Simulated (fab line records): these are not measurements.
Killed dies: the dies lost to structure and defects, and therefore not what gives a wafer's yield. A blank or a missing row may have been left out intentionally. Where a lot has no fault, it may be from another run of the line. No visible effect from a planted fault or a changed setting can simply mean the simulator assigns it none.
fab line records	flow n5-finfet
record: lots: 24	wafers: 72	last-day: 18
route steps=1938 shown BEOL_M4@1061 BEOL_M5@1126
lots that met no fault: taken from a fault-free run of the same line
start-h: the number of hours between the record's first day and the start of the first shown wafer of the lot	wait-h: hours elapsed since this lot's preceding step	" the same as in the row above	L1.1+2: a row that stands for several wafers	- value missing, or start not given	* or withheld: withheld	< > ~ a bound
route shown NAME@n: a module of which the file shows steps, and the number in the route of the first	usual: average and standard deviation across the fault-free wafers	same: alike in all rows	chamber/n: place in a boat	sites: readings site by site	_std_site: the values' standard deviation	_edge_site: mean of outer sites minus mean of inner sites	radius-mm: how far each site lies from the wafer's centre	mask NAME#n: copy n	behind: the most recent tool/chamber to have shaped the wafer	hold: why the lot was held/for how many hours/how that ended	device: the n, p or np transistor that did not switch	end of line: tests run on the same wafers once the route is complete	a step with no rows: only its recipe	killed: count of dies lost to structure and defects at first sort (not the wafer's yield)	map: per-die view of a wafer (x killed, . not killed, _ where there is no die)
set.NAME: the setting that was run; set.NAME@STEP: the one run at that earlier step	model.NAME: the simulator's own value behind a step, which no gauge read
steps of the route over a sample of lots; a table a step, a row a wafer
services: from which hour (start-h, from the record's first day; less than 0 if before it) a tool's chamber was out of use, for how many hours, and why
== steps ==
step: N5_BEOL_M4_ETCH_69
recipe: chemistry: CF4	target: SiARC	target-depth-a: 156	mask-material: CAR-EUV	time-s: 26	ion-energy-ev: 80	pressure-mtorr: 40	source-w: 545	bias-w: 36	Ar_flow_sccm: 100	cf4-flow-sccm: 100	ends: cleared
usual: drypump-motor-current-A: 5.7/0.39	etch-rf-on-time-s: 25.7/0.42	oes-product-au: 0.71/0.068	rf-vpp-V: 184.1/1	showerhead-plenum-p-Torr: 2.14/0.057	throttle-valve-pct: 15.55/0.2
lot.wafer	tool	chamber	start-h	wait-h	drypump-motor-current-A	etch-rf-on-time-s	oes-product-au	rf-hours-counter-h	rf-vpp-V	showerhead-plenum-p-Torr	throttle-valve-pct
L075.2	rie-diel-05	2	180.97	0.0	5.8	25.2	0.76	50	185.3	2.09	15.67
L075.3	"	0	"	"	5.8	25.7	0.68	98	184.3	2.16	15.22
L075.5	"	1	"	"	5.8	25.7	0.76	-	183.9	2.08	15.55
L074.3	rie-diel-01	3	181.02	0.0	5.6	26.0	0.59	224	186.4	2.21	15.88
L074.4	"	2	"	"	4.9	25.0	0.80	29	184.8	2.17	15.24
L074.5	"	0	"	"	5.4	25.1	0.75	-	183.2	2.17	15.43
L076.1	rie-diel-06	1	185.81	0.0	6.1	26.6	0.60	213	182.3	2.04	15.73
L076.2	"	0	"	"	5.3	25.7	0.64	161	183.0	2.14	15.79
L076.4	"	2	"	"	5.3	26.0	0.73	-	185.1	2.25	15.38
L077.4	rie-diel-05	3	191.48	0.0	6.3	25.5	0.58	249	185.7	2.19	15.85
L077.5	"	2	"	"	5.8	25.1	0.76	-	184.1	2.09	15.66
L077.6	"	3	"	"	6.3	25.8	0.58	-	185.0	2.19	15.84
L079.2	rie-diel-01	2	192.48	0.0	4.9	25.0	0.80	32	185.3	2.17	15.23
L079.3	"	0	"	"	5.4	25.2	0.74	70	185.6	2.16	15.43
L079.4	"	3	"	"	5.6	26.2	0.58	228	184.2	2.20	15.89
L078.2	rie-diel-06	1	194.83	0.0	6.2	26.7	0.59	217	185.0	2.04	15.73
L078.3	"	2	"	"	5.3	25.8	0.73	58	185.5	2.25	15.38
L078.6	"	2	"	"	5.3	26.0	0.72	-	186.0	2.25	15.38
L080.2	rie-diel-05	0	196.35	0.0	5.7	26.1	0.67	103	184.5	2.16	15.25
L080.4	"	1	"	"	5.9	25.8	0.76	-	185.1	2.08	15.54
L080.5	"	2	"	"	5.8	25.1	0.76	-	183.2	2.08	15.68
L082.1	rie-diel-01	0	201.81	0.0	5.4	25.3	0.73	73	185.3	2.16	15.45
L082.2	"	2	"	"	4.9	25.1	0.79	35	183.3	2.17	15.26
L082.6	"	0	"	"	5.4	25.3	0.74	-	184.1	2.16	15.44
L081.2	rie-diel-06	0	207.04	0.0	5.3	25.8	0.63	169	182.5	2.14	15.80
L081.5	"	0	"	"	5.3	26.0	0.63	-	183.4	2.14	15.80
L081.6	"	1	"	"	6.1	26.8	0.59	-	182.3	2.04	15.74
L083.4	rie-diel-05	2	215.95	0.0	5.8	25.2	0.74	61	182.2	2.08	15.66
L083.5	"	2	"	"	5.8	25.2	0.75	-	183.8	2.08	15.68
L083.6	"	1	"	"	5.9	25.4	0.76	-	183.8	2.07	15.55
L085.1	rie-diel-01	1	238.32	0.0	6.1	25.1	0.71	102	183.7	2.16	15.65
L085.4	"	0	"	"	5.4	25.1	0.72	85	184.1	2.16	15.48
L085.5	"	3	"	"	5.6	25.8	0.57	-	183.7	2.20	15.93
L084.2	rie-diel-05	2	244.17	0.0	5.8	25.3	0.73	70	184.2	2.08	15.69
L084.4	"	0	"	"	5.7	25.6	0.66	119	183.7	2.15	15.28
L084.6	"	3	"	"	6.3	25.2	0.79	-	183.8	2.18	15.40
L086.1	rie-diel-05	0	244.85	0.0	5.7	25.8	0.66	120	184.9	2.15	15.28
L086.4	"	2	"	"	5.8	25.2	0.73	70	182.8	2.08	15.71
L086.6	"	0	"	"	5.7	25.8	0.66	-	185.1	2.15	15.29
L087.1	rie-diel-05	1	248.51	0.0	5.9	26.0	0.73	60	182.8	2.07	15.56
L087.2	"	0	"	"	5.7	26.0	0.66	121	184.4	2.15	15.28
L087.3	"	2	"	"	5.8	25.5	0.72	71	182.9	2.08	15.72
L088.1	rie-diel-05	0	251.53	0.0	5.8	25.6	0.66	121	183.7	2.15	15.28
L088.3	"	1	"	"	5.9	25.6	0.74	61	184.1	2.07	15.58
L088.4	"	3	"	"	6.3	25.3	0.78	13	184.7	2.18	15.39
L089.4	rie-diel-06	2	251.53	0.0	5.3	25.9	0.71	79	185.2	2.24	15.41
L089.5	"	2	"	"	5.3	26.1	0.70	-	185.9	2.24	15.41
L089.6	"	1	"	"	6.1	26.4	0.58	-	181.9	2.03	15.78
L091.1	rie-diel-01	2	258.04	0.0	4.9	25.6	0.75	56	184.8	2.16	15.30
L091.3	"	0	"	"	5.4	25.5	0.72	92	184.6	2.16	15.48
L091.6	"	1	"	"	6.1	25.8	0.69	-	183.0	2.16	15.66
L090.1	rie-diel-05	3	258.17	0.0	6.3	25.4	0.78	15	183.6	2.18	15.42
L090.2	"	1	"	"	5.9	25.9	0.72	63	182.5	2.07	15.57
L090.3	"	2	"	"	5.8	25.7	0.72	74	185.0	2.08	15.71
L093.1	rie-diel-06	1	269.42	0.0	6.2	26.4	0.59	245	183.2	2.03	15.80
L093.4	"	2	"	"	5.3	25.8	0.70	85	184.5	2.24	15.43
L093.6	"	0	"	"	5.3	26.1	0.62	-	184.6	2.13	15.86
L092.1	rie-diel-01	2	271.02	0.0	4.9	25.6	0.74	60	184.1	2.16	15.29
L092.4	"	2	"	"	4.9	25.7	0.74	-	184.4	2.16	15.32
L092.5	"	1	"	"	6.1	25.7	0.69	-	183.7	2.16	15.68
L094.2	rie-diel-05	2	300.25	0.0	5.8	25.8	0.70	87	183.0	2.07	15.73
L094.3	"	0	"	"	5.7	26.3	0.64	138	184.0	2.15	15.32
L094.6	"	1	"	"	5.8	26.2	0.71	-	184.2	2.07	15.61
L095.2	rie-diel-05	3	300.98	0.0	6.2	25.6	0.76	28	184.7	2.18	15.43
L095.4	"	1	"	"	5.9	25.8	0.71	77	182.6	2.07	15.61
L095.5	"	2	"	"	5.8	25.4	0.71	-	183.3	2.07	15.75
L097.2	rie-diel-06	1	310.21	0.0	6.2	25.9	0.85	1	185.9	2.29	15.30
L097.3	"	2	"	"	5.3	26.1	0.69	102	184.1	2.23	15.46
L097.5	"	1	"	"	6.2	26.2	0.85	-	186.5	2.28	15.33
L096.3	rie-diel-01	3	311.82	0.0	5.6	26.1	0.80	9	184.6	2.19	15.49
L096.4	"	0	"	"	5.4	25.7	0.69	113	185.9	2.15	15.51
L096.6	"	2	"	"	4.9	25.4	0.73	-	186.0	2.15	15.34
step: N5_BEOL_M4_TRENCH_ETCH_37
recipe: chemistry: C4F6/O2	target-depth-a: 555.55	target: SiOC	time-s: 29.2	ion-energy-ev: 250	pressure-mtorr: 30	source-w: 355	bias-w: 185	Ar_flow_sccm: 300	C4F6_flow_sccm: 10	O2_flow_sccm: 10
usual: drypump-motor-current-A: 5.6/0.44	oes_f_703_au: 0.83/0.079	oes-product-au: 0.83/0.078	rf-vpp-V: 668/14	showerhead-plenum-p-Torr: 2.87/0.071	throttle-valve-pct: 20.80/0.18
lot.wafer	tool	chamber	start-h	wait-h	drypump-motor-current-A	oes_f_703_au	oes-product-au	rf-hours-counter-h	rf-vpp-V	showerhead-plenum-p-Torr	throttle-valve-pct
L075.2	rie-diel-06	2	-	-	5.3	0.85	0.86	54	677	2.98	20.55
L075.3	"	1	"	"	6.2	0.70	0.70	213	654	2.71	20.95
L075.5	"	0	"	"	5.4	0.75	0.75	-	661	2.83	20.98
L074.3	rie-diel-01	0	-	-	5.4	0.89	0.86	67	647	2.86	20.61
L074.4	"	1	"	"	6.1	0.85	0.84	84	661	2.88	20.94
L074.5	"	2	"	"	4.9	0.94	0.93	-	685	2.90	20.62
L076.1	rie-diel-01	3	-	-	5.6	0.67	0.68	227	674	2.93	21.10
L076.2	"	1	"	"	6.2	0.84	0.83	85	660	2.88	20.94
L076.4	"	0	"	"	5.4	0.89	0.86	68	647	2.86	20.59
L077.4	rie-diel-01	0	-	-	5.4	0.89	0.86	71	649	2.86	20.61
L077.5	"	3	"	"	5.6	0.68	0.68	-	673	2.93	21.10
L077.6	"	0	"	"	5.4	0.88	0.87	-	647	2.86	20.61
L079.2	rie-diel-05	2	-	-	5.8	0.89	0.87	55	674	2.76	20.90
L079.3	"	1	"	"	5.8	0.86	0.89	43	682	2.75	20.79
L079.4	"	0	"	"	5.7	0.79	0.78	-	652	2.88	20.57
L078.2	rie-diel-01	2	-	-	4.9	0.92	0.91	35	686	2.90	20.61
L078.3	"	1	"	"	6.1	0.84	0.82	89	661	2.88	20.95
L078.6	"	3	"	"	5.6	0.68	0.68	-	673	2.92	21.09
L080.2	rie-diel-06	1	-	-	6.2	0.70	0.69	219	652	2.71	20.97
L080.4	"	3	"	"	5.1	0.96	0.95	4	684	2.93	20.81
L080.5	"	2	"	"	5.3	0.85	0.85	-	677	2.97	20.56
L082.1	rie-diel-01	1	-	-	6.1	0.84	0.83	91	660	2.88	20.94
L082.2	"	2	"	"	4.9	0.93	0.91	36	685	2.90	20.62
L082.6	"	1	"	"	6.1	0.84	0.83	-	661	2.88	20.93
L081.2	rie-diel-05	0	-	-	5.7	0.79	0.79	108	651	2.88	20.58
L081.5	"	0	"	"	5.8	0.78	0.78	-	653	2.88	20.58
L081.6	"	1	"	"	5.9	0.86	0.89	-	683	2.75	20.80
L083.4	rie-diel-01	1	-	-	6.1	0.83	0.81	98	661	2.88	20.96
L083.5	"	2	"	"	4.9	0.92	0.90	-	687	2.89	20.62
L083.6	"	1	"	"	6.1	0.83	0.81	-	660	2.88	20.94
L085.1	rie-diel-06	3	-	-	5.1	0.93	0.93	13	683	2.92	20.82
L085.4	"	1	"	"	6.2	0.69	0.69	237	653	2.70	20.98
L085.5	"	2	"	"	5.3	0.82	0.83	-	676	2.97	20.57
L084.2	rie-diel-01	2	-	-	4.9	0.90	0.89	52	686	2.89	20.63
L084.4	"	3	"	"	5.6	0.66	0.68	248	675	2.92	21.11
L084.6	"	2	"	"	4.9	0.90	0.89	-	687	2.89	20.65
L086.1	rie-diel-06	3	-	-	5.1	0.93	0.93	13	682	2.92	20.83
L086.4	"	0	"	"	5.3	0.74	0.72	185	662	2.82	21.01
L086.6	"	3	"	"	5.1	0.92	0.94	-	682	2.92	20.83
L087.1	rie-diel-05	3	-	-	6.2	0.92	0.92	13	656	2.91	20.75
L087.2	"	2	"	"	5.8	0.87	0.84	72	675	2.75	20.94
L087.3	"	0	"	"	5.7	0.77	0.76	121	651	2.87	20.59
L089.4	rie-diel-06	1	-	-	6.2	0.68	0.68	240	653	2.70	20.99
L089.5	"	0	"	"	5.4	0.73	0.72	-	661	2.82	21.02
L089.6	"	1	"	"	6.2	0.69	0.69	-	653	2.70	20.98
L088.1	rie-diel-05	3	-	-	6.3	0.91	0.91	15	656	2.91	20.75
L088.3	"	0	"	"	5.7	0.76	0.77	123	650	2.87	20.58
L088.4	"	1	"	"	5.9	0.83	0.86	62	683	2.74	20.84
L091.1	rie-diel-01	0	-	-	5.4	0.86	0.83	92	646	2.85	20.63
L091.3	"	3	"	"	5.6	0.65	0.67	252	672	2.92	21.12
L091.6	"	2	"	"	4.9	0.90	0.88	-	687	2.89	20.65
L090.1	rie-diel-05	3	-	-	6.3	0.90	0.91	18	655	2.91	20.75
L090.2	"	2	"	"	5.8	0.86	0.83	77	674	2.75	20.93
L090.3	"	1	"	"	5.9	0.83	0.87	66	683	2.74	20.83
L093.1	rie-diel-01	1	-	-	6.1	0.82	0.80	115	661	2.87	20.98
L093.4	"	2	"	"	4.9	0.88	0.88	-	685	2.89	20.64
L093.6	"	0	"	"	5.4	0.86	0.82	-	647	2.85	20.65
L092.1	rie-diel-01	2	-	-	4.9	0.89	0.87	61	686	2.89	20.64
L092.4	"	0	"	"	5.4	0.85	0.82	-	647	2.85	20.66
L092.5	"	1	"	"	6.1	0.82	0.81	-	660	2.87	20.97
L094.2	rie-diel-06	3	-	-	5.1	0.89	0.89	34	683	2.91	20.86
L094.3	"	2	"	"	5.3	0.80	0.81	-	676	2.96	20.62
L094.6	"	2	"	"	5.3	0.80	0.82	-	677	2.96	20.59
L095.2	rie-diel-01	0	-	-	5.4	0.84	0.80	112	646	2.84	20.68
L095.4	"	2	"	"	4.9	0.87	0.86	76	685	2.88	20.67
L095.5	"	3	"	"	5.6	0.93	0.96	-	672	2.91	20.80
L097.2	rie-diel-06	0	-	-	5.3	0.72	0.72	207	660	2.81	21.06
L097.3	"	2	"	"	5.3	0.80	0.81	102	675	2.96	20.62
L097.5	"	3	"	"	5.2	0.87	0.88	-	683	2.91	20.88
L096.3	rie-diel-05	2	-	-	5.8	0.84	0.82	94	677	2.74	20.96
L096.4	"	0	"	"	5.7	0.76	0.75	144	651	2.86	20.61
L096.6	"	2	"	"	5.8	0.83	0.83	-	675	2.74	20.96
step: N5_BEOL_M4_ANNEAL_89
recipe: temp-c: 400	time-s: 240	ambient: vacuum
usual: heater-power-w: 794/51	susceptor-temp-C: 400.00/0.22
lot.wafer	tool	chamber	start-h	wait-h	heater-power-w	susceptor-temp-C
L075.2	pvd-sputter-03	-	187.18	0.0	834	400.13
L075.3	"	-	"	"	736	400.05
L075.5	"	-	"	"	786	400.08
L074.3	pvd-sputter-01	-	188.81	0.0	754	399.43
L074.4	"	-	"	"	843	399.87
L074.5	"	-	"	"	831	400.08
L076.1	pvd-sputter-03	-	193.73	0.0	851	400.03
L076.2	"	-	"	"	793	399.79
L076.4	"	-	"	"	715	400.40
L077.4	pvd-sputter-01	-	197.69	0.0	774	400.12
L077.5	"	-	"	"	756	399.61
L077.6	"	-	"	"	749	399.55
L079.2	pvd-sputter-01	-	203.01	0.0	782	399.84
L079.3	"	-	"	"	841	399.97
L079.4	"	-	"	"	844	399.72
L078.2	pvd-sputter-03	-	204.39	0.0	718	399.78
L078.3	"	-	"	"	796	400.31
L078.6	"	-	"	"	832	400.10
L080.2	pvd-sputter-01	-	204.85	0.0	759	399.62
L080.4	"	-	"	"	744	399.81
L080.5	"	-	"	"	829	400.08
L082.1	pvd-sputter-02	-	208.11	0.0	742	399.86
L082.2	"	-	"	"	747	399.80
L082.6	"	-	"	"	749	400.05
L081.2	pvd-sputter-02	-	211.79	0.0	715	400.46
L081.5	"	-	"	"	876	400.09
L081.6	"	-	"	"	768	400.11
L083.4	pvd-sputter-02	-	228.18	0.0	721	399.87
L083.5	"	-	"	"	746	400.24
L083.6	"	-	"	"	867	399.85
L085.1	pvd-sputter-03	-	248.80	0.0	821	399.86
L085.4	"	-	"	"	720	400.07
L085.5	"	-	"	"	777	399.74
L084.2	pvd-sputter-02	-	249.09	0.0	753	399.98
L084.4	"	-	"	"	719	399.77
L084.6	"	-	"	"	695	399.89
L086.1	pvd-sputter-01	-	249.19	0.0	761	400.08
L086.4	"	-	"	"	774	400.39
L086.6	"	-	"	"	743	399.91
L087.1	pvd-sputter-02	-	254.95	0.0	709	400.26
L087.2	"	-	"	"	761	399.91
L087.3	"	-	"	"	716	400.18
L089.4	pvd-sputter-03	-	257.02	0.0	744	399.95
L089.5	"	-	"	"	737	400.12
L089.6	"	-	"	"	854	399.88
L088.1	pvd-sputter-01	-	258.43	0.0	758	399.77
L088.3	"	-	"	"	845	399.89
L088.4	"	-	"	"	779	399.68
L091.1	pvd-sputter-01	-	265.44	0.0	839	399.71
L091.3	"	-	"	"	740	400.15
L091.6	"	-	"	"	857	400.15
L090.1	pvd-sputter-02	-	269.18	0.0	770	400.31
L090.2	"	-	"	"	885	400.46
L090.3	"	-	"	"	760	400.02
L092.1	pvd-sputter-01	-	278.32	0.0	844	399.87
L092.4	"	-	"	"	801	399.80
L092.5	"	-	"	"	746	400.04
L093.1	pvd-sputter-03	-	281.66	0.0	756	399.98
L093.4	"	-	"	"	838	399.91
L093.6	"	-	"	"	730	399.67
L094.2	pvd-sputter-01	-	304.64	0.0	763	400.11
L094.3	"	-	"	"	834	399.80
L094.6	"	-	"	"	849	399.67
L095.2	pvd-sputter-01	-	311.66	0.0	779	399.87
L095.4	"	-	"	"	742	400.02
L095.5	"	-	"	"	828	400.19
L097.2	pvd-sputter-03	-	314.33	0.0	724	400.48
L097.3	"	-	"	"	847	399.90
L097.5	"	-	"	"	844	400.07
L096.3	pvd-sputter-03	-	318.67	0.0	814	400.33
L096.4	"	-	"	"	833	400.26
L096.6	"	-	"	"	805	400.22
step: N5_BEOL_M4_SPUTTER_96
recipe: material: Cu	target-thk-a: 45	temp-c: -20	chamber-pressure-pa: 0.07	power-w: withheld	time-s: 8.29
usual: susceptor-temp-C: -20.02/0.11	throttle-valve-pct: 30.6/0.83
lot.wafer	tool	chamber	start-h	wait-h	susceptor-temp-C	throttle-valve-pct
L075.2	pvd-sputter-03	-	187.98	0.1	-19.94	31.9
L075.3	"	-	"	"	-20.13	30.4
L075.5	"	-	"	"	-20.21	30.6
L074.3	pvd-sputter-01	-	189.61	0.1	-19.99	30.5
L074.4	"	-	"	"	-20.08	29.9
L074.5	"	-	"	"	-20.03	30.3
L076.1	pvd-sputter-03	-	194.53	0.1	-19.93	31.5
L076.2	"	-	"	"	-20.13	30.7
L076.4	"	-	"	"	-19.93	30.4
L077.4	pvd-sputter-01	-	198.49	0.1	-20.09	30.4
L077.5	"	-	"	"	-19.96	29.6
L077.6	"	-	"	"	-20.16	30.6
L079.2	pvd-sputter-01	-	203.81	0.1	-20.05	29.8
L079.3	"	-	"	"	-20.11	29.9
L079.4	"	-	"	"	-19.83	30.4
L078.2	pvd-sputter-03	-	205.19	0.1	-20.10	30.0
L078.3	"	-	"	"	-20.16	30.7
L078.6	"	-	"	"	-20.01	31.7
L080.2	pvd-sputter-01	-	205.65	0.1	-19.93	29.9
L080.4	"	-	"	"	-20.08	30.4
L080.5	"	-	"	"	-19.86	30.4
L082.1	pvd-sputter-02	-	208.91	0.1	-20.05	32.7
L082.2	"	-	"	"	-20.19	29.5
L082.6	"	-	"	"	-20.22	29.9
L081.2	pvd-sputter-02	-	212.59	0.1	-20.14	30.5
L081.5	"	-	"	"	-20.15	31.3
L081.6	"	-	"	"	-19.95	32.7
L083.4	pvd-sputter-02	-	228.98	0.1	-20.13	30.6
L083.5	"	-	"	"	-20.30	32.4
L083.6	"	-	"	"	-20.11	31.3
L085.1	pvd-sputter-03	-	249.60	0.1	-19.90	31.9
L085.4	"	-	"	"	-19.74	30.3
L085.5	"	-	"	"	-19.99	30.7
L084.2	pvd-sputter-02	-	249.89	0.1	-19.92	32.3
L084.4	"	-	"	"	-19.92	30.6
L084.6	"	-	"	"	-20.10	30.7
L086.1	pvd-sputter-01	-	249.99	0.1	-20.20	29.5
L086.4	"	-	"	"	-20.03	30.5
L086.6	"	-	"	"	-20.11	29.4
L087.1	pvd-sputter-02	-	255.75	0.1	-20.33	30.7
L087.2	"	-	"	"	-19.82	32.4
L087.3	"	-	"	"	-20.20	29.6
L089.4	pvd-sputter-03	-	257.82	0.1	-19.92	30.3
L089.5	"	-	"	"	-20.11	30.5
L089.6	"	-	"	"	-19.93	31.8
L088.1	pvd-sputter-01	-	259.23	0.1	-20.07	30.6
L088.3	"	-	"	"	-20.10	30.1
L088.4	"	-	"	"	-20.06	29.6
L091.1	pvd-sputter-01	-	266.24	0.1	-20.16	30.3
L091.3	"	-	"	"	-19.90	30.6
L091.6	"	-	"	"	-20.09	29.6
L090.1	pvd-sputter-02	-	269.98	0.1	-20.09	32.5
L090.2	"	-	"	"	-20.02	31.3
L090.3	"	-	"	"	-19.96	29.4
L092.1	pvd-sputter-01	-	279.12	0.1	-20.05	30.3
L092.4	"	-	"	"	-20.07	29.9
L092.5	"	-	"	"	-20.15	30.9
L093.1	pvd-sputter-03	-	282.46	0.1	-20.05	30.4
L093.4	"	-	"	"	-19.98	31.6
L093.6	"	-	"	"	-20.13	30.4
L094.2	pvd-sputter-01	-	305.44	0.1	-20.12	29.5
L094.3	"	-	"	"	-19.91	30.4
L094.6	"	-	"	"	-19.97	30.4
L095.2	pvd-sputter-01	-	312.46	0.1	-19.85	29.7
L095.4	"	-	"	"	-20.18	30.5
L095.5	"	-	"	"	-19.99	29.9
L097.2	pvd-sputter-03	-	315.13	0.1	-20.01	30.3
L097.3	"	-	"	"	-19.90	31.4
L097.5	"	-	"	"	-19.88	31.8
L096.3	pvd-sputter-03	-	319.47	0.1	-19.97	31.9
L096.4	"	-	"	"	-20.11	31.6
L096.6	"	-	"	"	-19.75	30.8
step: N5_BEOL_M4_THK_MEAS_53
recipe: thk-meas-gauge: xrf	reads: Cu_of_BEOL_M4_ECD_50
usual: M4_THK: 40.8/1.5
lot.wafer	tool	chamber	start-h	wait-h	M4_THK[nm]
L075.2	film-metro-02	-	188.77	-	41.6
L075.3	"	-	"	"	40.3
L075.5	"	-	"	"	39.1
L074.3	film-metro-02	-	190.40	-	39.6
L074.4	"	-	"	"	42.0
L074.5	"	-	"	"	43.1
L076.1	film-metro-02	-	195.32	-	41.0
L076.2	"	-	"	"	39.4
L076.4	"	-	"	"	41.3
L077.4	film-metro-02	-	199.31	-	42.7
L077.5	"	-	"	"	39.3
L077.6	"	-	"	"	42.0
L079.2	film-metro-02	-	205.88	-	38.8
L079.3	"	-	"	"	39.4
L079.4	"	-	"	"	39.1
L078.2	film-metro-02	-	206.10	-	42.2
L078.3	"	-	"	"	38.7
L078.6	"	-	"	"	40.4
L080.2	film-metro-01	-	206.44	-	38.5
L080.4	"	-	"	"	41.1
L080.5	"	-	"	"	40.5
L082.1	film-metro-02	-	209.70	-	42.1
L082.2	"	-	"	"	40.1
L082.6	"	-	"	"	41.1
L081.2	film-metro-02	-	213.55	-	40.8
L081.5	"	-	"	"	41.0
L081.6	"	-	"	"	43.7
L083.4	film-metro-01	-	229.77	-	43.3
L083.5	"	-	"	"	42.4
L083.6	"	-	"	"	42.6
L085.1	film-metro-01	-	250.39	-	39.2
L085.4	"	-	"	"	38.7
L085.5	"	-	"	"	40.0
L084.2	film-metro-02	-	250.82	-	43.1
L084.4	"	-	"	"	41.1
L084.6	"	-	"	"	42.4
L086.1	film-metro-01	-	251.09	-	42.1
L086.4	"	-	"	"	37.9
L086.6	"	-	"	"	42.3
L087.1	film-metro-02	-	256.53	-	41.3
L087.2	"	-	"	"	41.0
L087.3	"	-	"	"	43.0
L089.4	film-metro-02	-	258.62	-	39.7
L089.5	"	-	"	"	43.5
L089.6	"	-	"	"	41.4
L088.1	film-metro-02	-	260.02	-	42.2
L088.3	"	-	"	"	42.1
L088.4	"	-	"	"	42.3
L091.1	film-metro-02	-	267.02	-	41.1
L091.3	"	-	"	"	37.7
L091.6	"	-	"	"	39.6
L090.1	film-metro-02	-	270.76	-	41.6
L090.2	"	-	"	"	40.7
L090.3	"	-	"	"	41.7
L092.1	film-metro-02	-	279.91	-	37.8
L092.4	"	-	"	"	40.5
L092.5	"	-	"	"	39.7
L093.1	film-metro-02	-	283.25	-	38.6
L093.4	"	-	"	"	41.3
L093.6	"	-	"	"	39.8
L094.2	film-metro-01	-	306.22	-	41.1
L094.3	"	-	"	"	43.1
L094.6	"	-	"	"	43.2
L095.2	film-metro-01	-	313.25	-	38.5
L095.4	"	-	"	"	41.5
L095.5	"	-	"	"	40.0
L097.2	film-metro-02	-	315.92	-	39.4
L097.3	"	-	"	"	39.5
L097.5	"	-	"	"	42.0
L096.3	film-metro-01	-	320.42	-	42.0
L096.4	"	-	"	"	40.6
L096.6	"	-	"	"	41.7
step: N5_BEOL_M5_CD_MEAS_11
recipe: target-cd-nm: 27.74	landing-energy-ev: 500	detector: se-inlens
usual: cd-nm: 28.01/0.24
lot.wafer	tool	chamber	start-h	wait-h	cd-nm
L075.2	cd-sem-02	0	191.18	-	28.52
L075.3	"	0	"	"	28.21
L075.5	"	0	"	"	28.21
L074.3	cd-sem-02	0	194.01	-	27.45
L074.4	"	0	"	"	28.30
L074.5	"	0	"	"	28.21
L076.1	cd-sem-01	0	199.29	-	28.29
L076.2	"	0	"	"	27.78
L076.4	"	0	"	"	27.95
L077.4	cd-sem-02	0	202.15	-	27.95
L077.5	"	0	"	"	28.19
L077.6	"	0	"	"	27.65
L079.2	cd-sem-03	0	210.01	-	28.47
L079.3	"	0	"	"	28.17
L079.4	"	0	"	"	27.92
L078.2	cd-sem-02	0	210.17	-	28.08
L078.3	"	0	"	"	27.76
L078.6	"	0	"	"	27.93
L080.2	cd-sem-02	0	210.37	-	27.78
L080.4	"	0	"	"	27.88
L080.5	"	0	"	"	28.58
L082.1	cd-sem-02	0	213.33	-	27.69
L082.2	"	0	"	"	27.97
L082.6	"	0	"	"	28.06
L081.2	cd-sem-03	0	219.74	-	28.14
L081.5	"	0	"	"	27.92
L081.6	"	0	"	"	28.30
L083.4	cd-sem-01	0	233.18	-	28.11
L083.5	"	0	"	"	27.87
L083.6	"	0	"	"	28.02
L085.1	cd-sem-03	0	255.25	-	27.86
L085.4	"	0	"	"	27.77
L085.5	"	0	"	"	28.01
L084.2	cd-sem-01	0	255.32	-	27.61
L084.4	"	0	"	"	27.93
L084.6	"	0	"	"	28.06
L086.1	cd-sem-02	0	255.39	-	27.95
L086.4	"	0	"	"	28.67
L086.6	"	0	"	"	28.22
L087.1	cd-sem-01	0	262.96	-	27.75
L087.2	"	0	"	"	27.55
L087.3	"	0	"	"	28.00
L089.4	cd-sem-01	0	263.46	-	28.36
L089.5	"	0	"	"	28.27
L089.6	"	0	"	"	28.27
L088.1	cd-sem-02	0	263.76	-	27.88
L088.3	"	0	"	"	28.22
L088.4	"	0	"	"	27.59
L091.1	cd-sem-02	0	272.79	-	28.13
L091.3	"	0	"	"	27.82
L091.6	"	0	"	"	28.11
L090.1	cd-sem-01	0	273.78	-	27.74
L090.2	"	0	"	"	28.05
L090.3	"	0	"	"	27.98
L092.1	cd-sem-02	0	282.92	-	28.04
L092.4	"	0	"	"	28.49
L092.5	"	0	"	"	27.75
L093.1	cd-sem-03	0	286.03	-	28.03
L093.4	"	0	"	"	27.94
L093.6	"	0	"	"	27.65
L094.2	cd-sem-01	0	310.18	-	27.86
L094.3	"	0	"	"	28.10
L094.6	"	0	"	"	27.89
L095.2	cd-sem-03	0	316.13	-	27.87
L095.4	"	0	"	"	27.87
L095.5	"	0	"	"	28.34
L097.2	cd-sem-03	0	319.85	-	27.76
L097.3	"	0	"	"	28.02
L097.5	"	0	"	"	28.46
L096.3	cd-sem-02	0	325.40	-	28.33
L096.4	"	0	"	"	28.06
L096.6	"	0	"	"	27.58
== services ==
tool	chamber	start-h	hours	kind
rie-diel-06	3	166.60	-	clean
rie-diel-06	3	166.60	-	consumable-replace:focus-ring
rie-diel-05	3	194.37	-	clean
rie-diel-05	3	194.37	-	consumable-replace:focus-ring
rie-diel-05	3	194.37	13.7	scheduled-down
rie-diel-05	3	194.37	13.7	vent-cycle
rie-diel-06	3	225.92	16.6	repair
rie-diel-01	3	263.49	2.6	repair
rie-diel-01	3	266.36	-	clean
rie-diel-01	3	266.36	-	consumable-replace:focus-ring
rie-diel-01	3	266.36	24.7	scheduled-down
rie-diel-01	3	266.36	24.7	vent-cycle
rie-diel-06	1	287.58	-	clean
rie-diel-06	1	287.58	-	consumable-replace:focus-ring
rie-diel-06	1	287.58	-	consumable-replace:showerhead
rie-diel-06	1	287.58	19.8	scheduled-down
rie-diel-06	1	287.58	19.8	vent-cycle
rie-diel-05	-	290.15	2.6	repair
rie-diel-06	0	300.58	5.8	repair
== key ==
fault none
